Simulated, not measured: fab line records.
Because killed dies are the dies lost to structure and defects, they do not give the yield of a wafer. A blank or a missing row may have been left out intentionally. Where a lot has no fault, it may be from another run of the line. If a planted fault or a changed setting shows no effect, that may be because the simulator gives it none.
Which of the tools did it? / flow n5Finfet / 72 wafers from 24 lots sampled at 6 of the route's 1938 steps

== WHAT EACH GAUGE READ, for each wafer ==
N5_BEOL_M12_OVL_MEAS_11. Usual: V11_OVL typically reads -4 nm, with standard deviation 5.
lot=L074; measured=day 10 11:55; on=overlay-02; V11_OVL (nm)=0 -9 -5; flag=
lot=L075; measured=day 10 19:45; on=overlay-02; V11_OVL (nm)=-1 1 2; flag=
lot=L076; measured=day 11 11:35; on=overlay-01; V11_OVL (nm)=0 -1 1; flag=
lot=L077; measured=day 11 16:22; on=overlay-02; V11_OVL (nm)=-5 -1 4; flag=
lot=L080; measured=day 12 00:54; on=overlay-01; V11_OVL (nm)=-9 0 -3; flag=
lot=L078; measured=day 12 04:26; on=overlay-01; V11_OVL (nm)=4 2 -1; flag=
lot=L079; measured=day 12 05:46; on=overlay-02; V11_OVL (nm)=-6 -9 -6; flag=
lot=L081; measured=day 12 15:03; on=overlay-01; V11_OVL (nm)=-4 -1 -5; flag=
lot=L083; measured=day 12 18:08; on=overlay-02; V11_OVL (nm)=-6 -4 -1; flag=
lot=L082; measured=day 12 22:39; on=overlay-02; V11_OVL (nm)=-13 -7 -5; flag=
lot=L084; measured=day 13 06:10; on=overlay-02; V11_OVL (nm)=-15 -10 -17; flag=
lot=L085; measured=day 13 07:52; on=overlay-02; V11_OVL (nm)=-1 -4 1; flag=
lot=L086; measured=day 13 19:36; on=overlay-02; V11_OVL (nm)=-3 -5 -1; flag=
lot=L087; measured=day 14 00:50; on=overlay-01; V11_OVL (nm)=-4 -5 -2; flag=
lot=L089; measured=day 14 04:05; on=overlay-01; V11_OVL (nm)=-4 -2 -3; flag=
lot=L088; measured=day 14 10:35; on=overlay-02; V11_OVL (nm)=-9 -13 -12; flag=
lot=L091; measured=day 14 10:23; on=overlay-02; V11_OVL (nm)=-1 4 -4; flag=
lot=L090; measured=day 14 19:19; on=overlay-01; V11_OVL (nm)=-4 -7 -7; flag=
lot=L092; measured=day 15 02:45; on=overlay-02; V11_OVL (nm)=-6 3 -5; flag=
lot=L093; measured=day 15 19:50; on=overlay-02; V11_OVL (nm)=-10 -5 -6; flag=
lot=L095; measured=day 16 03:34; on=overlay-01; V11_OVL (nm)=-12 -5 0; flag=
lot=L096; measured=day 16 20:41; on=overlay-01; V11_OVL (nm)=-4 -1 -2; flag=
lot=L094; measured=day 17 00:20; on=overlay-01; V11_OVL (nm)=-13 -5 0; flag=
lot=L097; measured=day 17 02:43; on=overlay-01; V11_OVL (nm)=-5 -4 0; flag=

N5_BEOL_M13_OVL_MEAS_29. Usual: M13_OVL typically reads -4 nm, with standard deviation 5.2.
lot=L074; measured=day 10 21:33; on=overlay-01; M13_OVL (nm)=0 -2 -6; flag=
lot=L075; measured=day 11 05:25; on=overlay-01; M13_OVL (nm)=-3 -2 -1; flag=
lot=L076; measured=day 11 17:37; on=overlay-02; M13_OVL (nm)=5 3 7; flag=
lot=L077; measured=day 12 01:08; on=overlay-02; M13_OVL (nm)=1 -1 0; flag=
lot=L080; measured=day 12 07:09; on=overlay-01; M13_OVL (nm)=0 -10 -1; flag=
lot=L078; measured=day 12 10:09; on=overlay-01; M13_OVL (nm)=3 3 3; flag=
lot=L079; measured=day 12 10:56; on=overlay-02; M13_OVL (nm)=4 2 6; flag=
lot=L081; measured=day 12 22:29; on=overlay-01; M13_OVL (nm)=-3 -3 -5; flag=
lot=L083; measured=day 12 23:52; on=overlay-02; M13_OVL (nm)=-14 -11 -7; flag=
lot=L082; measured=day 13 03:28; on=overlay-01; M13_OVL (nm)=-10 -12 -7; flag=
lot=L084; measured=day 13 16:20; on=overlay-01; M13_OVL (nm)=-9 -13 -9; flag=
lot=L085; measured=day 13 20:16; on=overlay-01; M13_OVL (nm)=7 0 2; flag=
lot=L086; measured=day 14 01:14; on=overlay-02; M13_OVL (nm)=2 -4 6; flag=
lot=L087; measured=day 14 07:01; on=overlay-02; M13_OVL (nm)=-15 -11 -13; flag=
lot=L089; measured=day 14 09:13; on=overlay-02; M13_OVL (nm)=-3 -3 -3; flag=
lot=L088; measured=day 14 19:20; on=overlay-02; M13_OVL (nm)=-12 -3 -2; flag=
lot=L091; measured=day 14 18:29; on=overlay-01; M13_OVL (nm)=-12 -8 -9; flag=
lot=L090; measured=day 15 03:36; on=overlay-02; M13_OVL (nm)=-8 -5 -4; flag=
lot=L092; measured=day 15 16:40; on=overlay-02; M13_OVL (nm)=-3 -6 -7; flag=
lot=L093; measured=day 16 03:11; on=overlay-01; M13_OVL (nm)=-12 -8 -11; flag=
lot=L095; measured=day 16 09:51; on=overlay-02; M13_OVL (nm)=-1 4 -4; flag=
lot=L096; measured=day 17 02:38; on=overlay-02; M13_OVL (nm)=-3 -5 -4; flag=
lot=L094; measured=day 17 06:38; on=overlay-02; M13_OVL (nm)=-8 -4 -5; flag=
lot=L097; measured=day 17 12:01; on=overlay-01; M13_OVL (nm)=1 -3 -13; flag=

N5_BEOL_M13_INSPECT_30: inspects for defects (macro). Usual: rawDefectCount reads 1.9 (standard deviation 1.3).
lot=L074; measured=day 10 21:35; on=defectInspect-02; rawDefectCount=0 0 1; flag=
lot=L075; measured=day 11 05:27; on=defectInspect-01; rawDefectCount=2 1 1; flag=
lot=L076; measured=day 11 17:39; on=defectInspect-02; rawDefectCount=1 1 0; flag=
lot=L077; measured=day 12 01:09; on=defectInspect-01; rawDefectCount=1 1 1; flag=
lot=L080; measured=day 12 07:10; on=defectInspect-02; rawDefectCount=1 2 2; flag=
lot=L078; measured=day 12 10:10; on=defectInspect-01; rawDefectCount=2 2 4; flag=
lot=L079; measured=day 12 10:58; on=defectInspect-02; rawDefectCount=2 1 4; flag=
lot=L081; measured=day 12 22:30; on=defectInspect-01; rawDefectCount=2 2 1; flag=
lot=L083; measured=day 12 23:54; on=defectInspect-01; rawDefectCount=0 1 2; flag=
lot=L082; measured=day 13 03:29; on=defectInspect-01; rawDefectCount=3 2 2; flag=
lot=L084; measured=day 13 16:21; on=defectInspect-02; rawDefectCount=4 4 2; flag=
lot=L085; measured=day 13 20:17; on=defectInspect-01; rawDefectCount=1 1 2; flag=
lot=L086; measured=day 14 01:15; on=defectInspect-02; rawDefectCount=4 4 2; flag=
lot=L087; measured=day 14 07:02; on=defectInspect-01; rawDefectCount=2 1 0; flag=
lot=L089; measured=day 14 09:15; on=defectInspect-01; rawDefectCount=1 1 3; flag=
lot=L088; measured=day 14 19:22; on=defectInspect-01; rawDefectCount=2 3 3; flag=
lot=L091; measured=day 14 18:30; on=defectInspect-02; rawDefectCount=3 7 1; flag=
lot=L090; measured=day 15 03:38; on=defectInspect-01; rawDefectCount=2 4 1; flag=
lot=L092; measured=day 15 16:41; on=defectInspect-01; rawDefectCount=2 3 5; flag=
lot=L093; measured=day 16 03:13; on=defectInspect-02; rawDefectCount=5 1 3; flag=
lot=L095; measured=day 16 09:53; on=defectInspect-02; rawDefectCount=1 3 3; flag=
lot=L096; measured=day 17 02:39; on=defectInspect-02; rawDefectCount=3 3 1; flag=
lot=L094; measured=day 17 06:39; on=defectInspect-01; rawDefectCount=2 1 1; flag=
lot=L097; measured=day 17 12:02; on=defectInspect-02; rawDefectCount=0 0 1; flag=

== EACH LOT AND THE TOOL THAT RAN IT (in order: tool; ch and the chambers of the sampled wafers; start) ==
lot=L074; N5_BEOL_M11_ANNEAL_51=rtpAnneal-01 ch 0, day 10 10:30; N5_BEOL_M12_DEGAS_41=pvdSputter-02, day 10 18:17; N5_BEOL_M13_DESCUM_15=rieDiel-02 ch 0,1,3, day 10 20:31
lot=L075; N5_BEOL_M11_ANNEAL_51=rtpAnneal-01 ch 0, day 10 18:21; N5_BEOL_M12_DEGAS_41=pvdSputter-03, day 11 02:30; N5_BEOL_M13_DESCUM_15=rieDiel-04 ch 0,2, day 11 04:32
lot=L076; N5_BEOL_M11_ANNEAL_51=rtpAnneal-02 ch 0, day 11 10:16; N5_BEOL_M12_DEGAS_41=pvdSputter-02, day 11 14:14; N5_BEOL_M13_DESCUM_15=rieDiel-02 ch 0,2, day 11 16:35
lot=L077; N5_BEOL_M11_ANNEAL_51=rtpAnneal-02 ch 0, day 11 15:00; N5_BEOL_M12_DEGAS_41=pvdSputter-02, day 11 22:10; N5_BEOL_M13_DESCUM_15=rieDiel-03 ch 1,2,3, day 12 00:07
lot=L080; N5_BEOL_M11_ANNEAL_51=rtpAnneal-02 ch 0, day 11 23:34; N5_BEOL_M12_DEGAS_41=pvdSputter-02, day 12 04:19; N5_BEOL_M13_DESCUM_15=rieDiel-03 ch 1,2,3, day 12 06:08
lot=L078; N5_BEOL_M11_ANNEAL_51=rtpAnneal-02 ch 0, day 12 03:04; N5_BEOL_M12_DEGAS_41=pvdSputter-03, day 12 07:19; N5_BEOL_M13_DESCUM_15=rieDiel-04 ch 0,1,3, day 12 09:16
lot=L079; N5_BEOL_M11_ANNEAL_51=rtpAnneal-01 ch 0, day 12 04:30; N5_BEOL_M12_DEGAS_41=pvdSputter-01, day 12 08:04; N5_BEOL_M13_DESCUM_15=rieDiel-03 ch 0,1, day 12 10:03
lot=L081; N5_BEOL_M11_ANNEAL_51=rtpAnneal-02 ch 0, day 12 13:48; N5_BEOL_M12_DEGAS_41=pvdSputter-02, day 12 19:27; N5_BEOL_M13_DESCUM_15=rieDiel-04 ch 0,1,3, day 12 21:26
lot=L083; N5_BEOL_M11_ANNEAL_51=rtpAnneal-02 ch 0, day 12 16:52; N5_BEOL_M12_DEGAS_41=pvdSputter-02, day 12 21:08; N5_BEOL_M13_DESCUM_15=rieDiel-03 ch 0,1,3, day 12 22:57
lot=L082; N5_BEOL_M11_ANNEAL_51=rtpAnneal-02 ch 0, day 12 21:18; N5_BEOL_M12_DEGAS_41=pvdSputter-01, day 13 00:46; N5_BEOL_M13_DESCUM_15=rieDiel-03 ch 0,2, day 13 02:35
lot=L084; N5_BEOL_M11_ANNEAL_51=rtpAnneal-02 ch 0, day 13 04:45; N5_BEOL_M12_DEGAS_41=pvdSputter-02, day 13 13:13; N5_BEOL_M13_DESCUM_15=rieDiel-03 ch 0,1, day 13 15:25
lot=L085; N5_BEOL_M11_ANNEAL_51=rtpAnneal-01 ch 0, day 13 06:37; N5_BEOL_M12_DEGAS_41=pvdSputter-03, day 13 17:14; N5_BEOL_M13_DESCUM_15=rieDiel-02 ch 0,1, day 13 19:13
lot=L086; N5_BEOL_M11_ANNEAL_51=rtpAnneal-02 ch 0, day 13 18:14; N5_BEOL_M12_DEGAS_41=pvdSputter-02, day 13 22:23; N5_BEOL_M13_DESCUM_15=rieDiel-02 ch 0,1, day 14 00:20
lot=L087; N5_BEOL_M11_ANNEAL_51=rtpAnneal-02 ch 0, day 13 23:32; N5_BEOL_M12_DEGAS_41=pvdSputter-03, day 14 03:26; N5_BEOL_M13_DESCUM_15=rieDiel-02 ch 1,2, day 14 05:59
lot=L089; N5_BEOL_M11_ANNEAL_51=rtpAnneal-02 ch 0, day 14 02:44; N5_BEOL_M12_DEGAS_41=pvdSputter-01, day 14 05:55; N5_BEOL_M13_DESCUM_15=rieDiel-03 ch 0,3, day 14 08:20
lot=L088; N5_BEOL_M11_ANNEAL_51=rtpAnneal-01 ch 0, day 14 09:13; N5_BEOL_M12_DEGAS_41=pvdSputter-01, day 14 16:23; N5_BEOL_M13_DESCUM_15=rieDiel-04 ch 0,2,3, day 14 18:13
lot=L091; N5_BEOL_M11_ANNEAL_51=rtpAnneal-02 ch 0, day 14 09:16; N5_BEOL_M12_DEGAS_41=pvdSputter-02, day 14 15:28; N5_BEOL_M13_DESCUM_15=rieDiel-04 ch 1,2, day 14 17:28
lot=L090; N5_BEOL_M11_ANNEAL_51=rtpAnneal-02 ch 0, day 14 18:04; N5_BEOL_M12_DEGAS_41=pvdSputter-03, day 15 00:29; N5_BEOL_M13_DESCUM_15=rieDiel-04 ch 0,2, day 15 02:43
lot=L092; N5_BEOL_M11_ANNEAL_51=rtpAnneal-02 ch 0, day 15 01:22; N5_BEOL_M12_DEGAS_41=pvdSputter-02, day 15 06:00; N5_BEOL_M13_DESCUM_15=rieDiel-03 ch 0,1,3, day 15 15:37
lot=L093; N5_BEOL_M11_ANNEAL_51=rtpAnneal-01 ch 0, day 15 18:35; N5_BEOL_M12_DEGAS_41=pvdSputter-03, day 16 00:13; N5_BEOL_M13_DESCUM_15=rieDiel-04 ch 1,2,3, day 16 02:10
lot=L095; N5_BEOL_M11_ANNEAL_51=rtpAnneal-02 ch 0, day 16 02:18; N5_BEOL_M12_DEGAS_41=pvdSputter-03, day 16 06:58; N5_BEOL_M13_DESCUM_15=rieDiel-02 ch 2,3, day 16 08:58
lot=L096; N5_BEOL_M11_ANNEAL_51=rtpAnneal-01 ch 0, day 16 19:25; N5_BEOL_M12_DEGAS_41=pvdSputter-01, day 16 23:39; N5_BEOL_M13_DESCUM_15=rieDiel-04 ch 1,2,3, day 17 01:44
lot=L094; N5_BEOL_M11_ANNEAL_51=rtpAnneal-01 ch 0, day 16 22:58; N5_BEOL_M12_DEGAS_41=pvdSputter-03, day 17 03:07; N5_BEOL_M13_DESCUM_15=rieDiel-04 ch 0,1,3, day 17 05:37
lot=L097; N5_BEOL_M11_ANNEAL_51=rtpAnneal-02 ch 0, day 17 01:21; N5_BEOL_M12_DEGAS_41=pvdSputter-03, day 17 08:36; N5_BEOL_M13_DESCUM_15=rieDiel-04 ch 0,1,2, day 17 11:07
- N5_BEOL_M11_ANNEAL_51: time 90 s.
- N5_BEOL_M12_DEGAS_41: time 60 s.
- N5_BEOL_M13_DESCUM_15: chemistry O2, time 7.9 s.

== AS READ BY THE TOOLS THEMSELVES (means over the sampled wafers that have a number; for cases with no such wafer, the mark the record gives instead) ==
N5_BEOL_M11_ANNEAL_51. Usual: wafer_temp_C_max reads 225.8 (standard deviation 0.37).
lot=L074 tool=rtpAnneal-01 wafer_temp_C_max=226.1 flag=
lot=L075 tool=rtpAnneal-01 wafer_temp_C_max=226.7 flag=
lot=L076 tool=rtpAnneal-02 wafer_temp_C_max=225.7 flag=
lot=L077 tool=rtpAnneal-02 wafer_temp_C_max=225.7 flag=
lot=L080 tool=rtpAnneal-02 wafer_temp_C_max=225.7 flag=
lot=L078 tool=rtpAnneal-02 wafer_temp_C_max=225.5 flag=
lot=L079 tool=rtpAnneal-01 wafer_temp_C_max=226.2 flag=
lot=L081 tool=rtpAnneal-02 wafer_temp_C_max=225.6 flag=
lot=L083 tool=rtpAnneal-02 wafer_temp_C_max=225.6 flag=
lot=L082 tool=rtpAnneal-02 wafer_temp_C_max=225.7 flag=
lot=L084 tool=rtpAnneal-02 wafer_temp_C_max=225.6 flag=
lot=L085 tool=rtpAnneal-01 wafer_temp_C_max=226.2 flag=
lot=L086 tool=rtpAnneal-02 wafer_temp_C_max=225.6 flag=
lot=L087 tool=rtpAnneal-02 wafer_temp_C_max=225.6 flag=
lot=L089 tool=rtpAnneal-02 wafer_temp_C_max=225.7 flag=
lot=L088 tool=rtpAnneal-01 wafer_temp_C_max=226.4 flag=
lot=L091 tool=rtpAnneal-02 wafer_temp_C_max=225.4 flag=
lot=L090 tool=rtpAnneal-02 wafer_temp_C_max=225.5 flag=
lot=L092 tool=rtpAnneal-02 wafer_temp_C_max=225.8 flag=
lot=L093 tool=rtpAnneal-01 wafer_temp_C_max=226.1 flag=
lot=L095 tool=rtpAnneal-02 wafer_temp_C_max=225.6 flag=
lot=L096 tool=rtpAnneal-01 wafer_temp_C_max=226.4 flag=
lot=L094 tool=rtpAnneal-01 wafer_temp_C_max=226.1 flag=
lot=L097 tool=rtpAnneal-02 wafer_temp_C_max=225.8 flag=

N5_BEOL_M12_DEGAS_41. Usual: heaterPowerW reads 319 W (standard deviation 33).
lot=L074; tool=pvdSputter-02; heaterPowerW (W)=380; flag=
lot=L075; tool=pvdSputter-03; heaterPowerW (W)=319; flag=
lot=L076; tool=pvdSputter-02; heaterPowerW (W)=343; flag=
lot=L077; tool=pvdSputter-02; heaterPowerW (W)=324; flag=
lot=L080; tool=pvdSputter-02; heaterPowerW (W)=335; flag=
lot=L078; tool=pvdSputter-03; heaterPowerW (W)=319; flag=
lot=L079; tool=pvdSputter-01; heaterPowerW (W)=308; flag=
lot=L081; tool=pvdSputter-02; heaterPowerW (W)=299; flag=
lot=L083; tool=pvdSputter-02; heaterPowerW (W)=301; flag=
lot=L082; tool=pvdSputter-01; heaterPowerW (W)=315; flag=
lot=L084; tool=pvdSputter-02; heaterPowerW (W)=345; flag=
lot=L085; tool=pvdSputter-03; heaterPowerW (W)=312; flag=
lot=L086; tool=pvdSputter-02; heaterPowerW (W)=297; flag=
lot=L087; tool=pvdSputter-03; heaterPowerW (W)=314; flag=
lot=L089; tool=pvdSputter-01; heaterPowerW (W)=310; flag=
lot=L088; tool=pvdSputter-01; heaterPowerW (W)=322; flag=
lot=L091; tool=pvdSputter-02; heaterPowerW (W)=323; flag=
lot=L090; tool=pvdSputter-03; heaterPowerW (W)=313; flag=
lot=L092; tool=pvdSputter-02; heaterPowerW (W)=304; flag=
lot=L093; tool=pvdSputter-03; heaterPowerW (W)=314; flag=
lot=L095; tool=pvdSputter-03; heaterPowerW (W)=316; flag=
lot=L096; tool=pvdSputter-01; heaterPowerW (W)=314; flag=
lot=L094; tool=pvdSputter-03; heaterPowerW (W)=313; flag=
lot=L097; tool=pvdSputter-03; heaterPowerW (W)=315; flag=

N5_BEOL_M13_DESCUM_15. Usual: drypumpMotorCurrentA 5.8 A, standard deviation 0.45; oesProductAu 0.77 a.u., standard deviation 0.08; rfVppV 243.5 V, standard deviation 1.3; showerheadPlenumPTorr 2.11 Torr, standard deviation 0.064; throttleValvePct 20.4 %, standard deviation 0.37.
lot=L074; tool=rieDiel-02; drypumpMotorCurrentA (A)=5.7; oesProductAu (a.u.)=0.80; rfVppV (V)=243.6; showerheadPlenumPTorr (Torr)=2.12; throttleValvePct (%)=20.4; flag=
lot=L075; tool=rieDiel-04; drypumpMotorCurrentA (A)=5.6; oesProductAu (a.u.)=0.70; rfVppV (V)=243.5; showerheadPlenumPTorr (Torr)=2.11; throttleValvePct (%)=20.8; flag=
lot=L076; tool=rieDiel-02; drypumpMotorCurrentA (A)=5.6; oesProductAu (a.u.)=0.75; rfVppV (V)=243.8; showerheadPlenumPTorr (Torr)=2.08; throttleValvePct (%)=20.5; flag=
lot=L077; tool=rieDiel-03; drypumpMotorCurrentA (A)=5.5; oesProductAu (a.u.)=0.79; rfVppV (V)=243.4; showerheadPlenumPTorr (Torr)=2.11; throttleValvePct (%)=20.5; flag=
lot=L080; tool=rieDiel-03; drypumpMotorCurrentA (A)=5.6; oesProductAu (a.u.)=0.78; rfVppV (V)=243.1; showerheadPlenumPTorr (Torr)=2.11; throttleValvePct (%)=20.5; flag=
lot=L078; tool=rieDiel-04; drypumpMotorCurrentA (A)=5.9; oesProductAu (a.u.)=0.78; rfVppV (V)=243.5; showerheadPlenumPTorr (Torr)=2.12; throttleValvePct (%)=20.3; flag=
lot=L079; tool=rieDiel-03; drypumpMotorCurrentA (A)=5.9; oesProductAu (a.u.)=0.74; rfVppV (V)=242.3; showerheadPlenumPTorr (Torr)=2.05; throttleValvePct (%)=20.5; flag=
lot=L081; tool=rieDiel-04; drypumpMotorCurrentA (A)=5.9; oesProductAu (a.u.)=0.78; rfVppV (V)=242.8; showerheadPlenumPTorr (Torr)=2.12; throttleValvePct (%)=20.3; flag=
lot=L083; tool=rieDiel-03; drypumpMotorCurrentA (A)=5.8; oesProductAu (a.u.)=0.76; rfVppV (V)=243.3; showerheadPlenumPTorr (Torr)=2.10; throttleValvePct (%)=20.5; flag=
lot=L082; tool=rieDiel-03; drypumpMotorCurrentA (A)=5.3; oesProductAu (a.u.)=0.75; rfVppV (V)=243.6; showerheadPlenumPTorr (Torr)=2.10; throttleValvePct (%)=20.6; flag=
lot=L084; tool=rieDiel-03; drypumpMotorCurrentA (A)=6.0; oesProductAu (a.u.)=0.72; rfVppV (V)=242.7; showerheadPlenumPTorr (Torr)=2.02; throttleValvePct (%)=20.6; flag=
lot=L085; tool=rieDiel-02; drypumpMotorCurrentA (A)=5.2; oesProductAu (a.u.)=0.72; rfVppV (V)=242.6; showerheadPlenumPTorr (Torr)=2.06; throttleValvePct (%)=20.5; flag=
lot=L086; tool=rieDiel-02; drypumpMotorCurrentA (A)=5.2; oesProductAu (a.u.)=0.72; rfVppV (V)=243.3; showerheadPlenumPTorr (Torr)=2.06; throttleValvePct (%)=20.5; flag=
lot=L087; tool=rieDiel-02; drypumpMotorCurrentA (A)=6.2; oesProductAu (a.u.)=0.82; rfVppV (V)=244.5; showerheadPlenumPTorr (Torr)=2.09; throttleValvePct (%)=19.9; flag=
lot=L089; tool=rieDiel-03; drypumpMotorCurrentA (A)=5.8; oesProductAu (a.u.)=0.75; rfVppV (V)=243.4; showerheadPlenumPTorr (Torr)=2.12; throttleValvePct (%)=20.4; flag=
lot=L088; tool=rieDiel-04; drypumpMotorCurrentA (A)=5.7; oesProductAu (a.u.)=0.77; rfVppV (V)=243.6; showerheadPlenumPTorr (Torr)=2.13; throttleValvePct (%)=20.6; flag=
lot=L091; tool=rieDiel-04; drypumpMotorCurrentA (A)=5.9; oesProductAu (a.u.)=0.71; rfVppV (V)=244.6; showerheadPlenumPTorr (Torr)=2.17; throttleValvePct (%)=20.6; flag=
lot=L090; tool=rieDiel-04; drypumpMotorCurrentA (A)=5.6; oesProductAu (a.u.)=0.70; rfVppV (V)=243.9; showerheadPlenumPTorr (Torr)=2.10; throttleValvePct (%)=20.9; flag=
lot=L092; tool=rieDiel-03; drypumpMotorCurrentA (A)=5.8; oesProductAu (a.u.)=0.74; rfVppV (V)=244.0; showerheadPlenumPTorr (Torr)=2.09; throttleValvePct (%)=20.5; flag=
lot=L093; tool=rieDiel-04; drypumpMotorCurrentA (A)=5.9; oesProductAu (a.u.)=0.77; rfVppV (V)=243.8; showerheadPlenumPTorr (Torr)=2.16; throttleValvePct (%)=20.3; flag=
lot=L095; tool=rieDiel-02; drypumpMotorCurrentA (A)=6.6; oesProductAu (a.u.)=0.82; rfVppV (V)=244.0; showerheadPlenumPTorr (Torr)=2.13; throttleValvePct (%)=20.1; flag=
lot=L096; tool=rieDiel-04; drypumpMotorCurrentA (A)=5.9; oesProductAu (a.u.)=0.77; rfVppV (V)=243.8; showerheadPlenumPTorr (Torr)=2.15; throttleValvePct (%)=20.3; flag=
lot=L094; tool=rieDiel-04; drypumpMotorCurrentA (A)=5.9; oesProductAu (a.u.)=0.75; rfVppV (V)=243.2; showerheadPlenumPTorr (Torr)=2.11; throttleValvePct (%)=20.3; flag=
lot=L097; tool=rieDiel-04; drypumpMotorCurrentA (A)=5.9; oesProductAu (a.u.)=0.69; rfVppV (V)=243.0; showerheadPlenumPTorr (Torr)=2.12; throttleValvePct (%)=20.7; flag=

== THE ANSWER, worked out from the rows above alone ==
Rule: take the mean of a lot's wafers that have a number; if it is more than 3 standard deviations from the usual mean, the lot is off. Also off: a lot with no number at a reading for which 4 or more lots have one. The other lots that the step has rows for count as sound. First the gauges in route order, then the tools' own readings, where a lot's mean is used as printed above. The first step at which some lot is off is used, and at that step the reading that is off furthest; a lot without a number counts as furthest.
No lot is off on any of the readings shown, so nothing can be concluded from this.

== WHAT THE SIMULATOR HAD INSERTED ==
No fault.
